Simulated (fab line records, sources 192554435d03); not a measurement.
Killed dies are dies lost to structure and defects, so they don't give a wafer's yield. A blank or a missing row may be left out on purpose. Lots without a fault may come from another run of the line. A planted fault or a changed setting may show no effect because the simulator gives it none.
fab line records | flow n5_finfet
record lots=5 wafers=15 last_day=18
route steps=1938 shown BEOL_M1@763
lots that met no fault: from a run of the same line without faults
start_h: hours from the record's first day to the start of the lot's first wafer shown | wait_h: hours since the lot's step before | " the same as in the row above | L1.1+2: a row that stands for several wafers | - no value, or no start given | * or withheld: withheld | < > ~ a bound
route shown NAME@n: a module of which the file shows steps, and the number in the route of the first | usual: mean/standard deviation of fault-free wafers | same: alike in all rows | chamber/n: place in a boat | sites: the reading at each site | _std_site: their standard deviation | _edge_site: outer sites' mean less inner sites' | radius_mm: how far each site lies from the wafer's centre | mask NAME#n: copy n | behind: the tool/chamber that last shaped the wafer | hold: why the lot was held/for how many hours/how that ended | device: the transistor (n, p or np) that didn't switch | end of line: the same wafers' tests at the end of the route | a step without rows: its recipe alone | killed: dies lost to structure and defects at the first sort, not the wafer's yield | map: a wafer's dies, x killed, . not, _ none there
set.NAME: the setting as run; set.NAME@STEP: as run at that earlier step | model.NAME: the simulator's own value behind a step, which no gauge read
lots at some steps of the route; a table a step, a row a wafer
services: from which hour (start_h, from the record's first day; less than 0 if before it) a tool's chamber was out of use, for how many hours, and why
## steps
# step N5_BEOL_M1_DEVELOP_10
# recipe develop_time_s=30 developer=TMAH resist=CAR-EUV rinse_liquid=surfactant_rinse dry=air_spin dev_temp_c=23
# usual resist_line_temp_C=22.99/0.11
# columns lot.wafer tool chamber start_h wait_h resist_line_temp_C
L077.1 litho_track-05 0 - - 23.08
L077.2 " 0 " " 22.84
L077.3 " 0 " " 23.27
L081.1 litho_track-01 0 - - 23.05
L081.2 " 0 " " 23.01
L081.4 " 0 " " 23.16
L088.2 litho_track-01 0 - - 23.02
L088.5 " 0 " " 23.06
L088.6 " 0 " " 23.13
L090.3 litho_track-01 0 - - 23.00
L090.5 " 0 " " 23.16
L090.6 " 0 " " 22.98
L094.1 litho_track-05 0 - - 23.07
L094.3 " 0 " " 23.17
L094.4 " 0 " " 23.15
# step N5_BEOL_M1_CD_MEAS_11
# recipe target_cd_nm=17.05 landing_energy_ev=500 detector=se_inlens polarity=opening
# usual cd_nm=17.04/0.27
# columns lot.wafer tool chamber start_h wait_h cd_nm
L077.1 cd_sem-03 0 143.47 - 16.85
L077.2 " 0 " " 17.23
L077.3 " 0 " " 17.11
L081.1 cd_sem-03 0 163.39 - 16.78
L081.2 " 0 " " 16.84
L081.4 " 0 " " 17.17
L088.2 cd_sem-03 0 208.99 - 16.76
L088.5 " 0 " " 16.79
L088.6 " 0 " " 16.74
L090.3 cd_sem-01 0 233.87 - 17.10
L090.5 " 0 " " 17.83
L090.6 " 0 " " 17.26
L094.1 cd_sem-02 0 247.37 - 16.64
L094.3 " 0 " " 17.12
L094.4 " 0 " " 16.52
# step N5_BEOL_M1_OVL_MEAS_12
# recipe points_per_wafer=522
# usual M1_OVL=-0.2/0.59
# columns lot.wafer tool chamber start_h wait_h M1_OVL[nm]
L077.1 overlay-02 0 143.50 0.0 -0.3
L077.2 " 0 " " 0.2
L077.3 " 0 " " -0.6
L081.1 overlay-02 0 163.42 0.0 -0.9
L081.2 " 0 " " -1.0
L081.4 " 0 " " -0.9
L088.2 overlay-02 0 209.03 0.0 -0.3
L088.5 " 0 " " 0.4
L088.6 " 0 " " -0.1
L090.3 overlay-01 0 233.91 0.0 0.4
L090.5 " 0 " " -0.4
L090.6 " 0 " " -0.1
L094.1 overlay-02 0 247.40 0.0 0.3
L094.3 " 0 " " -0.1
L094.4 " 0 " " -0.3
# step N5_BEOL_M1_INSPECT_13
# recipe mode=adi inspect_instrument=brightfield
# usual raw_defect_count=377/100
# columns lot.wafer tool chamber start_h wait_h raw_defect_count
L077.1 defect_inspect-02 - 143.56 0.1 363
L077.2 " - " " 527
L077.3 " - " " 527
L081.1 defect_inspect-02 - 163.47 0.1 324
L081.2 " - " " 428
L081.4 " - " " 336
L088.2 defect_inspect-01 - 209.08 0.0 369
L088.5 " - " " 277
L088.6 " - " " 299
L090.3 defect_inspect-01 - 233.95 0.0 345
L090.5 " - " " 363
L090.6 " - " " 242
L094.1 defect_inspect-01 - 247.46 0.1 370
L094.3 " - " " 355
L094.4 " - " " 332
# step N5_BEOL_M1_DESCUM_16
# recipe chemistry=O2 time_s=7 source_power_w=50 bias_power_w=20 pressure_mtorr=20 rf_frequency_hz=2.712e+07 temp_c=40 resist=CAR-EUV o2_flow_sccm=225
# usual drypump_motor_current_A=5.9/0.44 o2_flow_sccm=225.0/0.65 oes_product_au=0.74/0.056 rf_vpp_V=242.9/1.4 showerhead_plenum_p_Torr=2.08/0.078 temp_c=39.98/0.11 throttle_valve_pct=20.62/0.24
# columns lot.wafer tool chamber start_h wait_h drypump_motor_current_A o2_flow_sccm oes_product_au rf_hours_counter_h rf_vpp_V showerhead_plenum_p_Torr temp_c throttle_valve_pct
L077.1 rie_diel-01 1 143.96 0.4 5.5 223.6 0.70 198 244.5 2.08 39.98 20.98
L077.2 " 3 " " 6.3 225.1 0.70 212 243.1 2.07 40.18 20.51
L077.3 " 0 " " 5.9 225.4 0.75 184 243.0 2.08 40.04 20.80
L081.1 rie_diel-06 3 163.51 0.0 6.7 224.9 0.70 218 242.1 1.98 40.05 20.59
L081.2 " 1 " " 6.0 224.5 0.79 108 240.4 1.94 39.95 20.27
L081.4 " 2 " " 5.6 225.3 0.73 158 245.0 2.18 39.89 20.52
L088.2 rie_diel-01 2 209.29 0.2 5.4 225.0 0.77 112 243.0 2.13 39.86 20.53
L088.5 " 0 " " 5.9 225.6 0.73 - 242.8 2.07 40.02 20.83
L088.6 " 3 " " 6.3 225.3 0.68 - 242.5 2.07 39.94 20.53
L090.3 rie_diel-02 2 233.99 0.0 6.6 225.5 0.76 136 238.7 1.94 39.86 20.53
L090.5 " 1 " " 5.5 224.3 0.74 - 245.0 2.18 40.00 20.50
L090.6 " 0 " " 6.8 225.8 0.91 - 246.7 2.24 39.96 20.13
L094.1 rie_diel-01 2 247.49 0.0 5.4 224.6 0.75 124 244.9 2.12 39.98 20.55
L094.3 " 3 " " 6.3 225.8 0.68 243 242.8 2.06 39.75 20.54
L094.4 " 1 " " 5.5 225.0 0.69 229 243.2 2.07 40.09 21.04
# step N5_BEOL_M1_ETCH_74
# recipe chemistry=N2/H2 target=underlayer target_depth_a=65 mask_material=CAR-EUV time_s=5.2 ion_energy_ev=200 pressure_mtorr=30 source_w=840 bias_w=150 n2_flow_sccm=200 h2_flow_sccm=200 ends=cleared
# usual drypump_motor_current_A=6.0/0.45 etch_rf_on_time_s=5.29/0.069 oes_product_au=0.63/0.048 rf_vpp_V=523.2/2.7 showerhead_plenum_p_Torr=2.52/0.087 throttle_valve_pct=18.02/0.26
# columns lot.wafer tool chamber start_h wait_h drypump_motor_current_A etch_rf_on_time_s oes_product_au rf_hours_counter_h rf_vpp_V showerhead_plenum_p_Torr throttle_valve_pct
L077.1 rie_diel-01 1 143.99 0.0 5.6 5.33 0.60 198 521.4 2.52 18.30
L077.2 " 3 " " 6.3 5.36 0.60 212 522.7 2.52 18.00
L077.3 " 0 " " 5.9 5.25 0.63 184 522.1 2.52 18.21
L081.1 rie_diel-06 3 163.54 0.0 6.7 5.28 0.60 218 520.4 2.42 18.15
L081.2 " 1 " " 6.0 5.20 0.69 108 520.5 2.36 17.68
L081.4 " 2 " " 5.6 5.39 0.63 158 527.6 2.64 17.90
L088.2 rie_diel-01 2 209.33 0.0 5.4 5.21 0.65 112 525.5 2.57 17.89
L088.5 " 0 " " 5.9 5.26 0.62 - 520.7 2.52 18.23
L088.6 " 3 " " 6.3 5.34 0.58 - 523.7 2.51 18.05
L090.3 rie_diel-02 2 234.02 0.0 6.7 5.24 0.66 136 517.5 2.35 17.95
L090.5 " 1 " " 5.5 5.36 0.63 - 524.9 2.63 17.84
L090.6 " 0 " " 6.7 5.18 0.77 - 527.7 2.69 17.37
L094.1 rie_diel-01 2 247.53 0.0 5.4 5.21 0.64 124 524.9 2.56 17.92
L094.3 " 3 " " 6.3 5.33 0.57 243 524.0 2.51 18.05
L094.4 " 1 " " 5.6 5.17 0.59 229 524.3 2.51 18.35
# step N5_BEOL_M1_ETCH_63
# recipe chemistry=CF4 target=SiARC target_depth_a=156 mask_material=CAR-EUV time_s=26 ion_energy_ev=80 pressure_mtorr=40 source_w=545 bias_w=36 Ar_flow_sccm=100 cf4_flow_sccm=100 ends=cleared
# usual cf4_flow_sccm=99.98/0.27 drypump_motor_current_A=5.9/0.45 etch_rf_on_time_s=26.5/0.32 oes_product_au=0.63/0.048 rf_vpp_V=183.8/1.2 showerhead_plenum_p_Torr=2.12/0.073 throttle_valve_pct=15.76/0.28
# columns lot.wafer tool chamber start_h wait_h cf4_flow_sccm drypump_motor_current_A etch_rf_on_time_s oes_product_au rf_hours_counter_h rf_vpp_V showerhead_plenum_p_Torr throttle_valve_pct
L077.1 rie_diel-01 1 144.01 0.0 99.92 5.5 26.8 0.60 198 184.5 2.13 16.14
L077.2 " 3 " " 99.94 6.3 26.4 0.59 212 184.6 2.12 15.70
L077.3 " 0 " " 99.87 5.9 26.1 0.63 184 183.5 2.14 15.98
L081.1 rie_diel-06 3 163.56 0.0 99.92 6.7 26.7 0.60 218 182.3 2.02 15.79
L081.2 " 1 " " 100.08 6.0 26.3 0.68 108 181.9 1.98 15.41
L081.4 " 2 " " 99.82 5.6 27.1 0.62 158 186.4 2.23 15.73
L088.2 rie_diel-01 2 209.34 0.0 100.19 5.4 25.9 0.66 112 184.7 2.16 15.57
L088.5 " 0 " " 100.41 5.9 26.4 0.62 - 183.8 2.13 16.03
L088.6 " 3 " " 99.77 6.2 26.6 0.58 - 183.4 2.12 15.73
L090.3 rie_diel-02 2 234.04 0.0 99.75 6.6 26.3 0.67 136 180.9 1.99 15.65
L090.5 " 1 " " 100.17 5.5 26.9 0.63 - 185.9 2.22 15.60
L090.6 " 0 " " 100.35 6.8 26.1 0.78 - 183.1 2.26 15.09
L094.1 rie_diel-01 2 247.54 0.0 100.08 5.4 26.5 0.64 124 184.4 2.15 15.59
L094.3 " 3 " " 100.24 6.3 26.7 0.58 243 183.7 2.11 15.75
L094.4 " 1 " " 99.54 5.6 26.3 0.59 229 184.4 2.12 16.22
# step N5_BEOL_M1_ETCH_64
# recipe chemistry=N2/H2 target=SOC target_depth_a=750 overetch_a=150 mask_material=SiARC temp_c=40 time_s=112.5 ion_energy_ev=200 pressure_mtorr=30 source_w=840 bias_w=150 n2_flow_sccm=200 h2_flow_sccm=200
# usual drypump_motor_current_A=6.0/0.45 oes_product_au=0.59/0.042 rf_vpp_V=523.2/2.7 showerhead_plenum_p_Torr=2.52/0.087 temp_c=40.02/0.1 throttle_valve_pct=17.98/0.26
# columns lot.wafer tool chamber start_h wait_h drypump_motor_current_A oes_product_au rf_hours_counter_h rf_vpp_V showerhead_plenum_p_Torr temp_c throttle_valve_pct
L077.1 rie_diel-01 1 144.04 0.0 5.5 0.57 198 522.9 2.52 40.08 18.29
L077.2 " 3 " " 6.3 0.55 212 523.4 2.52 39.89 17.99
L077.3 " 0 " " 5.9 0.59 184 524.6 2.52 40.11 18.17
L081.1 rie_diel-06 3 163.59 0.0 6.7 0.57 218 521.2 2.42 40.15 18.12
L081.2 " 1 " " 6.0 0.64 108 518.6 2.36 40.00 17.65
L081.4 " 2 " " 5.6 0.59 158 526.6 2.64 39.92 17.88
L088.2 rie_diel-01 2 209.37 0.0 5.4 0.61 112 523.4 2.56 40.04 17.85
L088.5 " 0 " " 5.9 0.57 - 523.6 2.52 40.02 18.22
L088.6 " 3 " " 6.3 0.55 - 521.3 2.51 40.10 17.99
L090.3 rie_diel-02 2 234.06 0.0 6.7 0.61 136 518.5 2.35 39.90 17.91
L090.5 " 1 " " 5.6 0.59 - 527.2 2.63 40.08 17.78
L090.6 " 0 " " 6.8 0.72 - 529.1 2.69 39.99 17.33
L094.1 rie_diel-01 2 247.57 0.0 5.4 0.60 124 523.9 2.56 40.04 17.88
L094.3 " 3 " " 6.3 0.55 243 521.4 2.51 39.96 18.03
L094.4 " 1 " " 5.6 0.55 229 523.0 2.51 40.05 18.32
# step N5_BEOL_M1_STRIP_65
# recipe chemistry=N2/H2 temp_c=40 n2_flow_sccm=200 h2_flow_sccm=200 rf_frequency_hz=6e+07
# columns lot.wafer tool chamber start_h wait_h
L077.1+2+3 rie_diel-01 1,3,0 144.14 0.1
L081.1+2+4 rie_diel-06 3,1,2 163.70 0.1
L088.2+5+6 rie_diel-01 2,0,3 209.48 0.1
L090.3+5+6 rie_diel-02 2,1,0 234.17 0.1
L094.1+3+4 rie_diel-01 2,3,1 247.68 0.1
# step N5_BEOL_M1_STRIP_75
# recipe chemistry=N2/H2 temp_c=40 n2_flow_sccm=200 h2_flow_sccm=200 rf_frequency_hz=6e+07
# columns lot.wafer tool chamber start_h wait_h
L077.1+2+3 rie_diel-01 1,3,0 144.15 0.0
L081.1+2+4 rie_diel-06 3,1,2 163.71 0.0
L088.2+5+6 rie_diel-01 2,0,3 209.49 0.0
L090.3+5+6 rie_diel-02 2,1,0 234.18 0.0
L094.1+3+4 rie_diel-01 2,3,1 247.69 0.0
# step N5_BEOL_M1_STRIP_66
# recipe chemistry=CF4 resist=SiARC power_w=300 bias_power_w=75 pressure_mtorr=50 cf4_flow_sccm=150 rf_frequency_hz=6e+07
# usual cf4_flow_sccm=150.0/0.51 drypump_motor_current_A=5.9/0.45 oes_product_au=0.74/0.053 rf_vpp_V=270.7/1.5 showerhead_plenum_p_Torr=1.78/0.062 throttle_valve_pct=13.7/0.3
# columns lot.wafer tool chamber start_h wait_h cf4_flow_sccm drypump_motor_current_A oes_product_au rf_hours_counter_h rf_vpp_V showerhead_plenum_p_Torr throttle_valve_pct
L077.1 rie_diel-01 1 144.16 0.0 150.1 5.6 0.71 198 269.3 1.79 14.1
L077.2 " 3 " " 150.3 6.3 0.70 212 270.4 1.78 13.7
L077.3 " 0 " " 149.8 5.9 0.74 184 270.3 1.81 14.0
L081.1 rie_diel-06 3 163.72 0.0 150.4 6.7 0.71 218 269.7 1.70 13.8
L081.2 " 1 " " 149.9 6.0 0.79 108 268.7 1.66 13.4
L081.4 " 2 " " 150.1 5.6 0.73 158 272.4 1.88 13.7
L088.2 rie_diel-01 2 209.50 0.0 150.8 5.4 0.76 112 271.9 1.81 13.5
L088.5 " 0 " " 149.2 5.9 0.72 - 271.4 1.80 14.0
L088.6 " 3 " " 151.0 6.3 0.69 - 271.8 1.77 13.7
L090.3 rie_diel-02 2 234.19 0.0 149.9 6.6 0.77 136 269.1 1.66 13.6
L090.5 " 1 " " 150.1 5.6 0.73 - 271.6 1.85 13.6
L090.6 " 0 " " 150.4 6.7 0.90 - 272.8 1.88 13.0
L094.1 rie_diel-01 2 247.70 0.0 150.1 5.4 0.75 124 271.5 1.80 13.6
L094.3 " 3 " " 150.0 6.3 0.68 243 270.1 1.77 13.8
L094.4 " 1 " " 150.0 5.5 0.68 229 271.0 1.78 14.2
# step N5_BEOL_M1_HM_OPEN_17
# recipe chemistry=Cl2/BCl3 target_depth_a=200 overetch_a=60 target=TiN mask_material=SOC ion_energy_ev=150 pressure_mtorr=10 icp_w=1000 bias_w=126 Cl2_flow_sccm=53.25 bcl3_flow_sccm=21.75 Ar_flow_sccm=25
# usual bcl3_flow_sccm=21.75/0.074 drypump_motor_current_A=5.7/0.52 oes_product_au=0.66/0.1 throttle_valve_pct=22.14/0.26
# columns lot.wafer tool chamber start_h wait_h bcl3_flow_sccm drypump_motor_current_A oes_product_au rf_hours_counter_h throttle_valve_pct
L077.1 rie_metal-03 1 144.20 0.0 21.93 5.2 0.52 123 22.53
L077.2 " 0 " " 21.82 5.4 0.69 25 22.05
L077.3 " 1 " " 21.85 5.2 0.52 - 22.54
L081.1 rie_metal-03 1 163.77 0.0 21.65 5.3 0.52 124 22.53
L081.2 " 0 " " 21.75 5.5 0.69 26 22.05
L081.4 " 0 " " 21.74 5.5 0.69 - 22.05
L088.2 rie_metal-02 1 209.54 0.0 21.82 5.9 0.72 24 21.77
L088.5 " 1 " " 21.79 5.9 0.72 - 21.78
L088.6 " 0 " " 21.86 5.0 0.75 - 21.94
L090.3 rie_metal-01 1 234.26 0.1 21.76 6.0 0.59 - 22.36
L090.5 " 1 " " 21.85 6.0 0.59 - 22.38
L090.6 " 0 " " 21.70 6.5 0.81 - 21.96
L094.1 rie_metal-01 0 248.01 0.3 21.77 6.6 0.80 3 21.96
L094.3 " 0 " " 21.86 6.5 0.78 - 21.97
L094.4 " 1 " " 21.69 6.0 0.59 - 22.35
# step N5_BEOL_M1_STRIP_19
# recipe chemistry=O2 power_w=400 temp_c=40 pressure_mtorr=30 rf_frequency_hz=6e+07 bias_power_w=0 overash_fraction=0.2 o2_flow_sccm=225
# usual drypump_motor_current_A=6.2/0.46 o2_flow_sccm=225.1/0.65 oes_product_au=0.77/0.081 rf_vpp_V=3.6/0.5 showerhead_plenum_p_Torr=2.07/0.11 temp_c=40.00/0.12 throttle_valve_pct=16.76/0.27
# columns lot.wafer tool chamber start_h wait_h drypump_motor_current_A o2_flow_sccm oes_product_au rf_hours_counter_h rf_vpp_V showerhead_plenum_p_Torr temp_c throttle_valve_pct
L077.1 rie_diel-06 3 144.31 0.1 6.6 224.3 0.71 213 3.6 1.98 40.17 16.88
L077.2 " 0 " " 6.0 224.8 0.68 237 4.1 2.07 39.86 16.74
L077.3 " 2 " " 5.6 224.9 0.74 153 2.9 2.18 39.99 16.73
L081.1 rie_diel-02 1 163.90 0.1 5.5 224.0 0.76 149 3.9 2.20 40.01 16.69
L081.2 " 0 " " 6.7 225.2 0.99 2 3.7 2.25 39.95 16.24
L081.4 " 3 " " 6.2 224.9 0.72 163 4.2 2.01 39.86 17.10
L088.2 rie_diel-02 1 209.65 0.1 5.5 225.1 0.75 164 3.8 2.19 39.69 16.74
L088.5 " 3 " " 6.2 225.6 0.71 - 3.0 2.00 40.06 17.12
L088.6 " 0 " " 6.8 224.7 0.93 - 3.3 2.25 39.83 16.26
L090.3 rie_diel-02 0 234.34 0.1 6.8 225.4 0.92 22 3.5 2.25 40.14 16.30
L090.5 " 2 " " 6.6 226.5 0.75 - 4.0 1.95 40.15 16.79
L090.6 " 3 " " 6.2 225.4 0.71 - 3.4 2.00 39.89 17.13
L094.1 rie_diel-01 2 248.12 0.1 5.4 225.3 0.76 124 3.0 2.13 40.15 16.76
L094.3 " 0 " " 5.9 225.0 0.73 215 4.1 2.07 40.01 17.06
L094.4 " 3 " " 6.3 224.6 0.68 243 4.1 2.07 40.06 16.79
# step N5_BEOL_M1_CD_MEAS_18
# recipe pitch_nm=36 target_cd_nm=18
# usual cd_nm=18.0/0.36
# columns lot.wafer tool chamber start_h wait_h cd_nm
L077.1 cd_sem-03 - 144.38 0.0 17.7
L077.2 " - " " 18.4
L077.3 " - " " 17.7
L081.1 cd_sem-03 - 163.97 0.0 17.1
L081.2 " - " " 18.4
L081.4 " - " " 17.4
L088.2 cd_sem-01 - 209.72 0.1 18.0
L088.5 " - " " 17.8
L088.6 " - " " 18.2
L090.3 cd_sem-01 - 234.42 0.1 18.2
L090.5 " - " " 18.4
L090.6 " - " " 18.3
L094.1 cd_sem-03 - 248.19 0.0 18.0
L094.3 " - " " 18.5
L094.4 " - " " 18.0
# step N5_BEOL_M1_COAT_67
# recipe resist=SOC temp_c=250 time_s=60 spin_rpm=1500 resist_thk_nm=60
# usual dispense_pressure_kPa=51.0/2.3 resist_line_temp_C=22.99/0.1
# columns lot.wafer tool chamber start_h wait_h dispense_pressure_kPa resist_line_temp_C
L077.1 litho_track-05 0 144.42 0.0 51.9 22.91
L077.2 " 0 " " 51.9 23.08
L077.3 " 0 " " 51.9 22.97
L081.1 litho_track-01 0 164.01 0.0 52.5 22.96
L081.2 " 0 " " 52.5 22.80
L081.4 " 0 " " 52.6 22.85
L088.2 litho_track-05 0 209.76 0.0 51.8 23.09
L088.5 " 0 " " 51.8 23.05
L088.6 " 0 " " 51.8 23.09
L090.3 litho_track-01 0 234.45 0.0 52.5 22.92
L090.5 " 0 " " 52.6 22.97
L090.6 " 0 " " 52.6 22.87
L094.1 litho_track-01 0 248.23 0.0 52.5 23.04
L094.3 " 0 " " 52.5 23.03
L094.4 " 0 " " 52.5 23.11
# step N5_BEOL_M1_COAT_68
# recipe resist=SiARC temp_c=220 time_s=60 spin_rpm=1500 resist_thk_nm=12
# usual dispense_pressure_kPa=51.0/2.3 resist_line_temp_C=23.02/0.1
# columns lot.wafer tool chamber start_h wait_h dispense_pressure_kPa resist_line_temp_C
L077.1 litho_track-05 0 - - 51.8 23.07
L077.2 " 0 " " 51.8 23.02
L077.3 " 0 " " 51.8 22.91
L081.1 litho_track-01 0 - - 52.6 22.95
L081.2 " 0 " " 52.5 23.20
L081.4 " 0 " " 52.5 22.99
L088.2 litho_track-05 0 - - 51.8 23.06
L088.5 " 0 " " 51.7 23.22
L088.6 " 0 " " 51.7 23.09
L090.3 litho_track-01 0 - - 52.6 22.92
L090.5 " 0 " " 52.6 22.85
L090.6 " 0 " " 52.5 23.01
L094.1 litho_track-01 0 - - 52.6 22.89
L094.3 " 0 " " 52.5 22.91
L094.4 " 0 " " 52.5 23.04
# step N5_BEOL_M1_COAT_76
# recipe resist=underlayer temp_c=205 time_s=60 spin_rpm=1500 resist_thk_nm=5
# usual dispense_pressure_kPa=51.0/2.3 resist_line_temp_C=23.01/0.1
# columns lot.wafer tool chamber start_h wait_h dispense_pressure_kPa resist_line_temp_C
L077.1 litho_track-05 0 - - 51.8 22.94
L077.2 " 0 " " 51.8 23.13
L077.3 " 0 " " 51.8 23.05
L081.1 litho_track-01 0 - - 52.5 23.00
L081.2 " 0 " " 52.6 22.98
L081.4 " 0 " " 52.6 22.92
L088.2 litho_track-05 0 - - 51.8 23.06
L088.5 " 0 " " 51.8 22.98
L088.6 " 0 " " 51.8 23.09
L090.3 litho_track-01 0 - - 52.5 22.99
L090.5 " 0 " " 52.5 23.05
L090.6 " 0 " " 52.5 23.09
L094.1 litho_track-01 0 - - 52.5 22.89
L094.3 " 0 " " 52.6 23.03
L094.4 " 0 " " 52.5 23.09
# step N5_BEOL_M1_COAT_22
# recipe resist=CAR-EUV spin_rpm=1500 resist_thk_nm=30
# usual dispense_pressure_kPa=51.0/2.3 resist_line_temp_C=23.01/0.11
# columns lot.wafer tool chamber start_h wait_h dispense_pressure_kPa resist_line_temp_C
L077.1 litho_track-05 0 - - 51.8 22.96
L077.2 " 0 " " 51.9 22.97
L077.3 " 0 " " 51.9 23.02
L081.1 litho_track-01 0 - - 52.5 23.00
L081.2 " 0 " " 52.5 23.12
L081.4 " 0 " " 52.5 23.13
L088.2 litho_track-05 0 - - 51.9 22.98
L088.5 " 0 " " 51.9 23.08
L088.6 " 0 " " 51.9 22.99
L090.3 litho_track-01 0 - - 52.5 23.20
L090.5 " 0 " " 52.5 22.96
L090.6 " 0 " " 52.5 22.92
L094.1 litho_track-01 0 - - 52.5 23.05
L094.3 " 0 " " 52.5 23.10
L094.4 " 0 " " 52.5 23.06
# step N5_BEOL_M1_EBR_24
# recipe solvent=PGMEA ebr_width_mm=1.5
# usual resist_line_temp_C=23.00/0.11
# columns lot.wafer tool chamber start_h wait_h resist_line_temp_C
L077.1 litho_track-05 0 - - 23.02
L077.2 " 0 " " 22.86
L077.3 " 0 " " 22.88
L081.1 litho_track-01 0 - - 22.89
L081.2 " 0 " " 22.87
L081.4 " 0 " " 23.03
L088.2 litho_track-05 0 - - 22.95
L088.5 " 0 " " 22.98
L088.6 " 0 " " 23.00
L090.3 litho_track-01 0 - - 23.17
L090.5 " 0 " " 23.17
L090.6 " 0 " " 23.21
L094.1 litho_track-01 0 - - 23.10
L094.3 " 0 " " 23.04
L094.4 " 0 " " 23.05
# step N5_BEOL_M1_SOFTBAKE_23
# recipe temp_c=110 time_s=60 resist=CAR-EUV
# usual resist_line_temp_C=23.02/0.11
# columns lot.wafer tool chamber start_h wait_h resist_line_temp_C
L077.1 litho_track-05 0 - - 22.88
L077.2 " 0 " " 23.01
L077.3 " 0 " " 22.96
L081.1 litho_track-01 0 - - 22.93
L081.2 " 0 " " 22.78
L081.4 " 0 " " 22.86
L088.2 litho_track-05 0 - - 23.03
L088.5 " 0 " " 23.02
L088.6 " 0 " " 23.13
L090.3 litho_track-01 0 - - 22.92
L090.5 " 0 " " 23.03
L090.6 " 0 " " 22.94
L094.1 litho_track-01 0 - - 22.92
L094.3 " 0 " " 22.94
L094.4 " 0 " " 22.77
# step N5_BEOL_M1_EXPOSE_25
# recipe mask_id=V0 na=0.33 source_shape=quasar sigma_inner=0.2 sigma_outer=0.8 polarization=unpolarized defocus_nm=5 target_cd_nm=24 dose_mj=63
# columns lot.wafer tool chamber start_h wait_h mask
L077.1+2+3 euv_scanner-01 0 144.74 - V0#0
L081.1+2+4 euv_scanner-02 0 164.27 - V0#0
L088.2+5+6 euv_scanner-02 0 210.03 - V0#0
L090.3+5+6 euv_scanner-01 0 234.73 - V0#0
L094.1+3+4 euv_scanner-01 0 248.37 - V0#0
# step N5_BEOL_M1_PEB_26
# recipe peb_temp_c=100 peb_time_s=60 resist=CAR-EUV
# usual resist_line_temp_C=23.04/0.091
# columns lot.wafer tool chamber start_h wait_h resist_line_temp_C
L077.1 litho_track-05 0 144.82 0.1 22.95
L077.2 " 0 " " 22.98
L077.3 " 0 " " 23.00
L081.1 litho_track-01 0 164.35 0.1 23.04
L081.2 " 0 " " 23.01
L081.4 " 0 " " 22.93
L088.2 litho_track-01 0 210.10 0.1 23.13
L088.5 " 0 " " 23.03
L088.6 " 0 " " 23.12
L090.3 litho_track-03 0 234.79 0.1 22.88
L090.5 " 0 " " 22.87
L090.6 " 0 " " 22.92
L094.1 litho_track-01 0 248.44 0.1 23.12
L094.3 " 0 " " 23.03
L094.4 " 0 " " 23.10
# step N5_BEOL_M1_DEVELOP_27
# recipe develop_time_s=30 developer=TMAH resist=CAR-EUV rinse_liquid=surfactant_rinse dry=air_spin dev_temp_c=23
# usual resist_line_temp_C=23.00/0.1
# columns lot.wafer tool chamber start_h wait_h resist_line_temp_C
L077.1 litho_track-05 0 - - 23.10
L077.2 " 0 " " 23.00
L077.3 " 0 " " 23.17
L081.1 litho_track-01 0 - - 22.98
L081.2 " 0 " " 22.85
L081.4 " 0 " " 22.89
L088.2 litho_track-01 0 - - 23.09
L088.5 " 0 " " 23.23
L088.6 " 0 " " 22.98
L090.3 litho_track-03 0 - - 22.96
L090.5 " 0 " " 23.11
L090.6 " 0 " " 22.99
L094.1 litho_track-01 0 - - 22.91
L094.3 " 0 " " 23.06
L094.4 " 0 " " 23.04
# step N5_BEOL_M1_CD_MEAS_28
# recipe landing_energy_ev=500 detector=se_inlens target_cd_y_nm=23.3
# usual cd_nm=24.00/0.25
# columns lot.wafer tool chamber start_h wait_h cd_nm
L077.1 cd_sem-01 0 144.88 - 24.21
L077.2 " 0 " " 24.06
L077.3 " 0 " " 23.80
L081.1 cd_sem-02 0 164.41 - 23.80
L081.2 " 0 " " 23.95
L081.4 " 0 " " 23.96
L088.2 cd_sem-02 0 210.17 - 24.04
L088.5 " 0 " " 24.21
L088.6 " 0 " " 23.84
L090.3 cd_sem-02 0 234.86 - 24.29
L090.5 " 0 " " 24.49
L090.6 " 0 " " 24.39
L094.1 cd_sem-03 0 248.51 - 23.72
L094.3 " 0 " " 24.36
L094.4 " 0 " " 23.72
# step N5_BEOL_M1_OVL_MEAS_29
# recipe points_per_wafer=522
# usual V0_OVL=0.1/0.61
# columns lot.wafer tool chamber start_h wait_h V0_OVL[nm]
L077.1 overlay-01 0 144.91 0.0 -0.6
L077.2 " 0 " " -0.3
L077.3 " 0 " " 0.1
L081.1 overlay-02 0 164.44 0.0 0.9
L081.2 " 0 " " 0.0
L081.4 " 0 " " 1.1
L088.2 overlay-01 0 210.20 0.0 1.3
L088.5 " 0 " " 0.1
L088.6 " 0 " " 0.6
L090.3 overlay-01 0 234.90 0.0 1.2
L090.5 " 0 " " 0.2
L090.6 " 0 " " -0.6
L094.1 overlay-01 0 248.54 0.0 -0.8
L094.3 " 0 " " -0.4
L094.4 " 0 " " -0.7
# step N5_BEOL_M1_INSPECT_30
# recipe mode=adi inspect_instrument=brightfield
# usual raw_defect_count=379/95
# columns lot.wafer tool chamber start_h wait_h raw_defect_count
L077.1 defect_inspect-01 - 144.97 0.1 343
L077.2 " - " " 486
L077.3 " - " " 481
L081.1 defect_inspect-02 - 164.50 0.1 304
L081.2 " - " " 423
L081.4 " - " " 334
L088.2 defect_inspect-02 - 210.25 0.0 389
L088.5 " - " " 308
L088.6 " - " " 336
L090.3 defect_inspect-02 - 234.95 0.0 355
L090.5 " - " " 369
L090.6 " - " " 256
L094.1 defect_inspect-01 - 248.60 0.1 385
L094.3 " - " " 373
L094.4 " - " " 325
## services
# columns tool chamber start_h hours kind
euv_scanner-01 - 122.53 1.6 repair
euv_scanner-02 - 124.13 1.0 pm
rie_metal-02 0 128.53 57.1 repair
rie_diel-02 2 130.94 1.8 repair
rie_metal-02 - 135.37 2.8 pm
rie_diel-01 - 153.03 1.0 repair
euv_scanner-01 - 154.65 1.0 pm
rie_metal-02 - 158.80 1.4 pm
euv_scanner-01 - 166.39 4.6 pm
euv_scanner-01 - 175.58 17.3 pm
euv_scanner-02 - 178.27 1.2 repair
rie_metal-03 0 188.53 8.7 repair
euv_scanner-02 - 192.88 1.0 pm
euv_scanner-02 - 193.89 5.8 pm
rie_diel-02 0 199.21 4.1 repair
litho_track-01 - 199.36 - consumable_replace:filter
euv_scanner-01 - 204.51 0.8 repair
euv_scanner-01 - 210.80 1.0 pm
euv_scanner-01 - 225.56 6.7 repair
rie_diel-06 - 227.86 0.3 repair
euv_scanner-02 - 232.30 4.6 pm
rie_diel-02 3 237.17 2.9 repair
euv_scanner-02 - 238.45 1.4 repair
rie_metal-03 - 242.71 14.6 pm
## key
fault none
